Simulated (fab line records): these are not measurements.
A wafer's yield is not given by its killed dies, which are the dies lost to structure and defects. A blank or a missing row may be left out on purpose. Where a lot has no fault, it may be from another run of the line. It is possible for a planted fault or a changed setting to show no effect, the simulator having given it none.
Matching of chambers	flow n5-finfet	N5_FIN_SAQP_ETCH_52 on rie-diel-03: 4 sister chambers
The step etches SOC in N2/H2, target depth 100 nm, overetch 20 nm, time 150 s. 8 wafers are shown with their chamber, then 10 later ones without.

== EACH WAFER AND ITS CHAMBER ==
wafer	chamber	showerhead-plenum-p-Torr (Torr)	throttle-valve-pct (%)
L075.3	0	2.37	18.00
L080.6	0	2.37	18.01
L083.3	3	2.62	17.81
L083.5	1	2.62	17.89
L087.5	3	2.62	17.83
L087.6	2	2.53	17.63
L088.1	1	2.61	17.90
L088.2	2	2.53	17.62

== WAFERS WITH NO CHAMBER GIVEN ==
wafer	showerhead-plenum-p-Torr (Torr)	throttle-valve-pct (%)
L088.4	2.62	17.84
L092.1	2.36	18.06
L092.2	2.61	17.93
L092.3	2.61	17.85
L094.2	2.61	17.87
L094.3	2.61	17.93
L094.4	2.52	17.67
L097.3	2.61	17.87
L097.4	2.52	17.68
L097.5	2.35	18.09

== WHICH CHAMBER EACH WENT THROUGH ==
wafer	from the rows above	in truth
L088.4	3	3
L092.1	0	0
L092.2	1	1
L092.3	can't be placed: 3 or 1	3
L094.2	1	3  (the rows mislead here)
L094.3	1	1
L094.4	2	2
L097.3	1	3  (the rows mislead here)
L097.4	2	2
L097.5	0	0
Correct placement for 7 of the 10. From these rows, 1 cannot be placed; in 1 the true chamber is one of the candidates. Number placed wrongly: 2.
How it was worked out, from the rows above alone: a wafer's distance from a chamber is the root of the sum, over the readings, of the square of ((its reading less the chamber's mean) divided by the reading's scatter). If the next closest chamber is less than 2 further off than the closest, the wafer can't be placed; otherwise it belongs to the closest. The mean given for a chamber averages the wafers shown for that chamber. The scatter is the square root of a quotient: the sum, over the shown wafers, of each reading's squared deviation from its chamber's mean, divided by wafers minus chambers.
